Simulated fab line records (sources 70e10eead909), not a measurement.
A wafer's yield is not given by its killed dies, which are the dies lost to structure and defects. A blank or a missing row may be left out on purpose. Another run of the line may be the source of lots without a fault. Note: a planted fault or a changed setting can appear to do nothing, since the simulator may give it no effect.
Which tool is to blame? || flow nand-harc || 23 lots, 69 wafers sampled, at 1 step of a route of 1159

## WHAT THE GAUGES SHOWED, per wafer
NHARC_P_BONDPAD_THK_MEAS_20: measures by xrf.
{"lot": "L074", "measured": "day 6 02:32", "on": "film-metro-02", "thk-nm (nm)": "160.7 158.2 160.8"}
{"lot": "L075", "measured": "day 7 00:45", "on": "film-metro-02", "thk-nm (nm)": "162.5 160.9 165.2"}
{"lot": "L076", "measured": "day 7 01:04", "on": "film-metro-02", "thk-nm (nm)": "159.5 161.8 160.5"}
{"lot": "L077", "measured": "day 7 11:23", "on": "film-metro-02", "thk-nm (nm)": "159.4 159.9 164.4"}
{"lot": "L078", "measured": "day 7 15:31", "on": "film-metro-02", "thk-nm (nm)": "159.4 159.9 162.9"}
{"lot": "L079", "measured": "day 7 16:11", "on": "film-metro-02", "thk-nm (nm)": "159.4 158.2 160.3"}
{"lot": "L080", "measured": "day 7 20:44", "on": "film-metro-02", "thk-nm (nm)": "161.1 161.6 160.0"}
{"lot": "L081", "measured": "day 8 05:56", "on": "film-metro-01", "thk-nm (nm)": "158.8 162.9 161.1"}
{"lot": "L082", "measured": "day 8 07:14", "on": "film-metro-01", "thk-nm (nm)": "159.4 162.4 164.3"}
{"lot": "L083", "measured": "day 8 16:02", "on": "film-metro-01", "thk-nm (nm)": "160.3 161.8 160.2"}
{"lot": "L087", "measured": "day 9 13:46", "on": "film-metro-02", "thk-nm (nm)": "160.2 159.8 159.8"}
{"lot": "L086", "measured": "day 9 14:32", "on": "film-metro-01", "thk-nm (nm)": "162.9 160.2 159.7"}
{"lot": "L085", "measured": "day 9 15:02", "on": "film-metro-01", "thk-nm (nm)": "162.7 159.0 163.9"}
{"lot": "L089", "measured": "day 10 07:19", "on": "film-metro-01", "thk-nm (nm)": "161.3 161.6 159.9"}
{"lot": "L088", "measured": "day 10 09:05", "on": "film-metro-02", "thk-nm (nm)": "162.3 162.1 164.4"}
{"lot": "L091", "measured": "day 10 09:22", "on": "film-metro-02", "thk-nm (nm)": "163.4 160.7 161.5"}
{"lot": "L090", "measured": "day 10 13:58", "on": "film-metro-02", "thk-nm (nm)": "161.0 164.4 158.8"}
{"lot": "L092", "measured": "day 10 19:58", "on": "film-metro-02", "thk-nm (nm)": "161.2 161.9 159.9"}
{"lot": "L094", "measured": "day 11 15:05", "on": "film-metro-02", "thk-nm (nm)": "161.9 160.8 163.2"}
{"lot": "L093", "measured": "day 11 15:24", "on": "film-metro-02", "thk-nm (nm)": "162.8 163.1 162.0"}
{"lot": "L095", "measured": "day 11 17:20", "on": "film-metro-01", "thk-nm (nm)": "163.0 161.8 162.0"}
{"lot": "L096", "measured": "day 11 21:05", "on": "film-metro-02", "thk-nm (nm)": "163.4 160.1 163.6"}
{"lot": "L097", "measured": "day 11 22:01", "on": "film-metro-01", "thk-nm (nm)": "162.4 159.3 163.3"}

## WHAT TOOL EACH LOT RAN ON (gives the tool, then ch and the chambers of the sampled wafers, and finally the start)
The record holds no process step before these readings.

## AS READ BY THE TOOLS THEMSELVES (means over the sampled wafers that have a number; for cases with no such wafer, the mark the record gives instead)
The record holds no such reading with a usual standard deviation.

## THE ANSWER, worked out from the rows above alone
Rule: the usual values come from the lots themselves. Put in order of their means at a reading, lots are off if they are a third of the lots or fewer, leave a main group of 4 or more, and stand apart from it by a gap of 3 or more times the standard deviation of the main group's means; of several such gaps the widest counts. A main group whose means are all the same, to the digits that the tables above print for the reading, isn't used. Also off: a lot with no number at a reading for which 4 or more lots have one. Any other lot the step has rows for is counted as sound. First the gauges in route order, then the tools' own readings, where a lot's mean is used as printed above. The first step at which some lot is off is used, and at that step the reading that is off furthest; a lot without a number counts as furthest.
No lot is off on any of the readings shown, so nothing can be concluded from this.

## WHAT THE SIMULATOR PUT IN
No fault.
